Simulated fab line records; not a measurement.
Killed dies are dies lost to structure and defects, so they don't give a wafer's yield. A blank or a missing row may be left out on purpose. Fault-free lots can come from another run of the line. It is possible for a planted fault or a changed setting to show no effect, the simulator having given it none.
Comparing a struck lot with a sound one + flow n5 finfet + 16 out of 1938 route steps
Sound: wafers L396.1, L396.2, L396.5. Wafers L411.1, L411.2, L411.4 were the ones struck. Last of all comes the cause.
Each step with rows lists, per side, the tool, then ch with its chambers, then its first start. Under that, the readings that differ: sound wafers + struck wafers + difference of the means + sigmas: that difference in standard deviations of wafers without a fault.
alike: readings whose means differ by less than 2 such deviations, and words and numbers that are the same on both sides. not compared: withheld readings, readings that some wafer has no value for, bounds like >300 that may hide the same value, and numbers for which the record gives no deviation and whose values overlap.
The two part at a step that has a row with sigmas, a row that says differs or no value, or rows on one side only. Non-overlapping numbers with no deviation appear without sigmas and do not part them. A reading missing from all wafers of one side parts the sides only when that side holds two or more wafers.

first, 6 steps without rows for these wafers: N5_BEOL_M4_COAT_05 (resist thk 30 nm); N5_BEOL_M4_EBR_07; N5_BEOL_M4_SOFTBAKE_06 (time 60 s); N5_BEOL_M4_EXPOSE_08 (exposes mask M4); N5_BEOL_M4_PEB_09 (peb time 60 s); N5_BEOL_M4_DEVELOP_10 (develop time 30 s).
N5_BEOL_M4_CD_MEAS_11 targets a cd of 16.79 nm.
  sound on cd sem-01 ch 0, day 8 07:07; struck on cd sem-02 ch 0, day 13 05:08
  alike: cd nm
N5_BEOL_M4_OVL_MEAS_12:
  sound on overlay-01 ch 0, day 8 07:09; struck on overlay-02 ch 0, day 13 05:10
  alike: M4_OVL
N5_BEOL_M4_INSPECT_13: inspects for defects (brightfield).
  sound: defect inspect-01 at day 8 07:12; struck: defect inspect-01 at day 13 05:13
| reading          | sound       | struck      | difference | sigmas |
|------------------|-------------|-------------|------------|--------|
| raw defect count | 582 395 595 | 317 358 338 | -186       | -2     |
N5_BEOL_M4_DESCUM_16: chemistry O2, time 7 s.
  sound on rie diel-05 ch 1,2,3, day 8 07:16; struck on rie diel-06 ch 1,2, day 13 05:19
| reading               | sound          | struck         | difference | sigmas |
|-----------------------|----------------|----------------|------------|--------|
| oes product au (a.u.) | 0.71 0.77 0.86 | 0.67 0.65 0.66 | -0.12      | -2     |
  alike: drypump motor current A, rf vpp V, showerhead plenum p Torr, throttle valve pct
  not compared: rf hours counter h
N5_BEOL_M4_ETCH_74: etches underlayer in N2/H2, target depth 6.5 nm, time 5.2 s.
  sound on rie diel-05 ch 1,2,3, day 8 07:17; struck on rie diel-06 ch 1,2, day 13 05:21
| reading               | sound          | struck         | difference | sigmas |
|-----------------------|----------------|----------------|------------|--------|
| oes product au (a.u.) | 0.61 0.65 0.72 | 0.58 0.56 0.55 | -0.10      | -2     |
  alike: bias w, drypump motor current A, etch rf on time s, rf vpp V, showerhead plenum p Torr, throttle valve pct
  not compared: rf hours counter h
N5_BEOL_M4_ETCH_63: etches SiARC in CF4, target depth 15.6 nm, time 26 s.
  sound on rie diel-05 ch 1,2,3, day 8 07:19; struck on rie diel-06 ch 1,2, day 13 05:22
| reading               | sound          | struck         | difference | sigmas |
|-----------------------|----------------|----------------|------------|--------|
| oes product au (a.u.) | 0.61 0.66 0.72 | 0.58 0.55 0.56 | -0.10      | -2     |
  alike: bias w, drypump motor current A, etch rf on time s, rf vpp V, showerhead plenum p Torr, throttle valve pct
  not compared: rf hours counter h
N5_BEOL_M4_ETCH_64: etches SOC in N2/H2, target depth 75 nm, overetch 22.5 nm, time 121.9 s.
  sound on rie diel-05 ch 1,2,3, day 8 07:20; struck on rie diel-06 ch 1,2, day 13 05:24
| reading                                    | sound             | struck            | difference | sigmas |
|--------------------------------------------|-------------------|-------------------|------------|--------|
| bias w (W)                                 | 149.6 150.3 150.4 | 119.8 120.1 120.5 | -30.0      | -67    |
| oes product au (a.u.)                      | 0.55 0.59 0.65    | 0.52 0.51 0.51    | -0.08      | -2     |
| rf vpp V (V)                               | 522.2 525.2 520.1 | 450.4 456.2 456.8 | -68.0      | -27    |
| model.SiARC_of_BEOL_M4_COAT_62.thk nm (nm) | 6.4 6.4 6.4       | 7.6 8 8           | +1.5       |        |
  alike: drypump motor current A, showerhead plenum p Torr, throttle valve pct
  not compared: rf hours counter h
then, 1 step without rows for these wafers: N5_BEOL_M4_STRIP_65 (strips in N2/H2).
N5_BEOL_M4_RC_MEAS_101:
  sound on prober-02 ch 0, day 8 16:40; struck on prober-02 ch 0, day 14 06:43
| reading       | sound          | struck         | difference | sigmas |
|---------------|----------------|----------------|------------|--------|
| SS_P (mV/dec) | 71.5 72.0 72.6 | 73.7 72.9 74.5 | +1.7       | +2     |
  alike: DIBL_N, DIBL_P, IOFF_N, IOFF_P, ION_N, ION_P, SS_N, VT_N, VT_P
then, 1 step without rows for these wafers: N5_PASSIVATION_PROBE_49.

WHERE THEY PART
At N5_BEOL_M4_INSPECT_13 first; at N5_BEOL_M4_RC_MEAS_101 last (within this record only).

WHY: what the simulator had put in
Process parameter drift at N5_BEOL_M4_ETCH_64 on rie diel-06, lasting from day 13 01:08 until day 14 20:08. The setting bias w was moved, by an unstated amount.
